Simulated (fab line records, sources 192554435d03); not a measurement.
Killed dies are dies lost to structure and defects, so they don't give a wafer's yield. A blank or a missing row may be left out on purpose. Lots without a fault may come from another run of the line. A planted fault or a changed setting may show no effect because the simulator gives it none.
Which tool did it? | flow n5_finfet | 13 lots, 33 wafers sampled, at 4 steps of a route of 1938

WHAT THE GAUGES READ, wafer by wafer
The record holds no reading of a measuring or inspecting step that can be judged against a usual standard deviation.

WHICH TOOL RAN EACH LOT (tool, then ch and the chambers of the sampled wafers, then the start)
lot  | N5_HKMG_FIN_STRIP_88                | N5_PASSIVATION_AL_DEP_21     | N5_PASSIVATION_ETCH_54             | N5_PASSIVATION_PROBE_49
L671 | plasma_asher-02 ch 0, day 4 09:59   | pvd_sputter-01, day 12 17:56 | rie_diel-01 ch 0,2, day 12 20:40   | -
L673 | plasma_asher-02 ch 0,1, day 4 22:52 | pvd_sputter-02, day 12 23:03 | rie_diel-01 ch 1,2,3, day 13 01:52 | -
L675 | plasma_asher-01 ch 0,1, day 5 09:54 | pvd_sputter-03, day 14 05:49 | rie_diel-01 ch 0,2, day 14 09:12   | -
L676 | plasma_asher-01 ch 1, day 5 17:01   | pvd_sputter-02, day 14 15:58 | rie_diel-03 ch 0,1,2, day 14 18:42 | -
L678 | plasma_asher-01 ch 0,1, day 6 05:02 | pvd_sputter-03, day 14 10:00 | rie_diel-01 ch 2, day 14 12:56     | -
L679 | plasma_asher-02 ch 0,1, day 6 11:33 | pvd_sputter-03, day 14 14:30 | rie_diel-02 ch 0,2, day 14 17:16   | -
L681 | plasma_asher-01 ch 0,1, day 6 23:22 | pvd_sputter-02, day 15 05:54 | rie_diel-01 ch 1,2, day 15 09:25   | -
L682 | plasma_asher-01 ch 1, day 7 07:34   | pvd_sputter-01, day 15 05:54 | rie_diel-01 ch 2,3, day 15 08:49   | -
L683 | plasma_asher-01 ch 0,1, day 7 11:29 | pvd_sputter-01, day 15 09:54 | rie_diel-01 ch 1,2, day 15 12:59   | prober-02, day 15 15:50
L687 | plasma_asher-02 ch 0,1, day 8 13:07 | pvd_sputter-02, day 17 15:16 | rie_diel-03 ch 1,2, day 17 18:03   | -
L689 | plasma_asher-01 ch 0, day 9 00:46   | pvd_sputter-03, day 17 02:22 | rie_diel-02 ch 1,2, day 17 05:19   | prober-01, day 17 08:15
L691 | plasma_asher-02 ch 0,1, day 9 17:02 | pvd_sputter-01, day 17 05:40 | rie_diel-02 ch 0,1, day 17 08:23   | prober-02, day 17 11:18
L692 | plasma_asher-02 ch 0,1, day 9 18:38 | pvd_sputter-01, day 18 08:01 | rie_diel-01 ch 0,3, day 18 10:50   | -
- N5_HKMG_FIN_STRIP_88: strips in N2/H2, time 360 s.
- N5_PASSIVATION_AL_DEP_21: deposits Al, target thk 2800 nm, time 170 s.
- N5_PASSIVATION_ETCH_54: etches SiO2 in CHF3/O2, target depth 880 nm, time 440 s.
- N5_PASSIVATION_PROBE_49

WHAT THE TOOLS THEMSELVES READ (means of the sampled wafers that have a number; where no wafer has one, the mark that the record gives instead)
N5_HKMG_FIN_STRIP_88.
lot  | tool            | drypump_motor_current_A (A) | heater_power_w (W) | n2_flow_sccm (sccm)
L671 | plasma_asher-02 | 5.7                         | 480                | 1748
L673 | plasma_asher-02 | 6.1                         | 487                | 1751
L675 | plasma_asher-01 | 5.1                         | 551                | 1749
L676 | plasma_asher-01 | 5.5                         | 505                | 1751
L678 | plasma_asher-01 | 5.2                         | 553                | 1747
L679 | plasma_asher-02 | 6.0                         | 488                | 1749
L681 | plasma_asher-01 | 5.2                         | 552                | 1755
L682 | plasma_asher-01 | 5.5                         | 512                | 1746
L683 | plasma_asher-01 | 5.2                         | 549                | 1756
L687 | plasma_asher-02 | 6.0                         | 490                | 1752
L689 | plasma_asher-01 | 5.0                         | 584                | 1753
L691 | plasma_asher-02 | 5.9                         | 477                | 1748
L692 | plasma_asher-02 | 5.9                         | 486                | 1752

N5_PASSIVATION_AL_DEP_21.
lot  | tool           | cathode_dc_power_W (W) | throttle_valve_pct (%)
L671 | pvd_sputter-01 | 29998                  | 29.2
L673 | pvd_sputter-02 | 30001                  | 30.5
L675 | pvd_sputter-03 | 30006                  | 31.5
L676 | pvd_sputter-02 | 29997                  | 29.8
L678 | pvd_sputter-03 | 30000                  | 30.8
L679 | pvd_sputter-03 | 30004                  | 30.4
L681 | pvd_sputter-02 | 30001                  | 29.6
L682 | pvd_sputter-01 | 30002                  | 29.3
L683 | pvd_sputter-01 | 30006                  | 30.2
L687 | pvd_sputter-02 | 30000                  | 31.0
L689 | pvd_sputter-03 | 29998                  | 30.2
L691 | pvd_sputter-01 | 30005                  | 29.3
L692 | pvd_sputter-01 | 29998                  | 29.5

N5_PASSIVATION_ETCH_54.
lot  | tool        | O2_flow_sccm (sccm) | drypump_motor_current_A (A) | oes_product_au (a.u.) | rf_fwd_power_W (W) | rf_vpp_V (V) | showerhead_plenum_p_Torr (Torr) | throttle_valve_pct (%)
L671 | rie_diel-01 | 5.018               | 5.4                         | 0.76                  | 648.8              | 514          | 2.41                            | 18.75
L673 | rie_diel-01 | 5.005               | 5.6                         | 0.73                  | 647.5              | 517          | 2.39                            | 18.92
L675 | rie_diel-01 | 5.009               | 5.6                         | 0.72                  | 647.6              | 525          | 2.42                            | 18.83
L676 | rie_diel-03 | 4.987               | 5.7                         | 0.82                  | 647.5              | 534          | 2.42                            | 18.57
L678 | rie_diel-01 | 4.997               | 5.1                         | 0.81                  | 646.5              | 480          | 2.32                            | 18.57
L679 | rie_diel-02 | 5.012               | 5.2                         | 0.86                  | 649.2              | 522          | 2.55                            | 18.79
L681 | rie_diel-01 | 5.004               | 5.7                         | 0.73                  | 650.4              | 513          | 2.36                            | 18.82
L682 | rie_diel-01 | 5.000               | 5.5                         | 0.89                  | 649.9              | 511          | 2.40                            | 18.73
L683 | rie_diel-01 | 4.999               | 5.6                         | 0.75                  | 651.2              | 505          | 2.34                            | 18.77
L687 | rie_diel-03 | 5.007               | 5.9                         | 0.75                  | 648.5              | 528          | 2.36                            | 18.63
L689 | rie_diel-02 | 4.993               | 5.6                         | 0.82                  | 649.4              | 530          | 2.54                            | 18.80
L691 | rie_diel-02 | 4.985               | 5.6                         | 0.85                  | 647.5              | 541          | 2.53                            | 18.64
L692 | rie_diel-01 | 5.012               | 5.8                         | 0.93                  | 649.9              | 545          | 2.46                            | 18.71

N5_PASSIVATION_PROBE_49.
lot  | tool      | defect_limited_yield (%) | killed_at_M0_to_M3 | killed_at_M4_up | killed_at_contacts | killed_at_front_end | killed_at_other | killed_dies | killed_open | killed_short | sort_bin_5_function (%) | sort_bin_6_memory (%) | sort_bin_8_speed (%) | sort_n_pass | sort_yield_pct (%)
L683 | prober-02 | 92.8                     | 36                 | 12              | 5                  | 30                  | 2               | 84          | 56          | 25           | 3.5                     | 3.0                   | 0.00                 | 1096        | 92.8
L689 | prober-01 | 78.7                     | 32                 | 14              | 16                 | 188                 | 2               | 252         | 76          | 36           | 13.4                    | 4.9                   | 0.00                 | 928         | 78.7
L691 | prober-02 | 90.8                     | 45                 | 22              | 11                 | 29                  | 1               | 108         | 78          | 29           | 5.5                     | 3.6                   | 0.00                 | 1072        | 90.8

THE ANSWER, worked out from the rows above alone
Rule: what is usual is taken from the lots themselves. Put in order of their means at a reading, lots are off if they are a third of the lots or fewer, leave a main group of 4 or more, and stand apart from it by a gap of 3 or more times the standard deviation of the main group's means; of several such gaps the widest counts. A main group whose means are all the same, to the digits that the tables above print for the reading, isn't used. A lot without any number at a reading at which 4 lots or more have one is off too. The other lots that the step has rows for count as sound. The gauges are gone through in route order, then the tools' own readings, and for those a lot's mean is taken as printed above. The first step at which some lot is off is used, and at that step the reading that is off furthest; a lot without a number counts as furthest.
No lot is off at any reading shown: from this, nothing can be told.

WHAT THE SIMULATOR HAD PUT IN
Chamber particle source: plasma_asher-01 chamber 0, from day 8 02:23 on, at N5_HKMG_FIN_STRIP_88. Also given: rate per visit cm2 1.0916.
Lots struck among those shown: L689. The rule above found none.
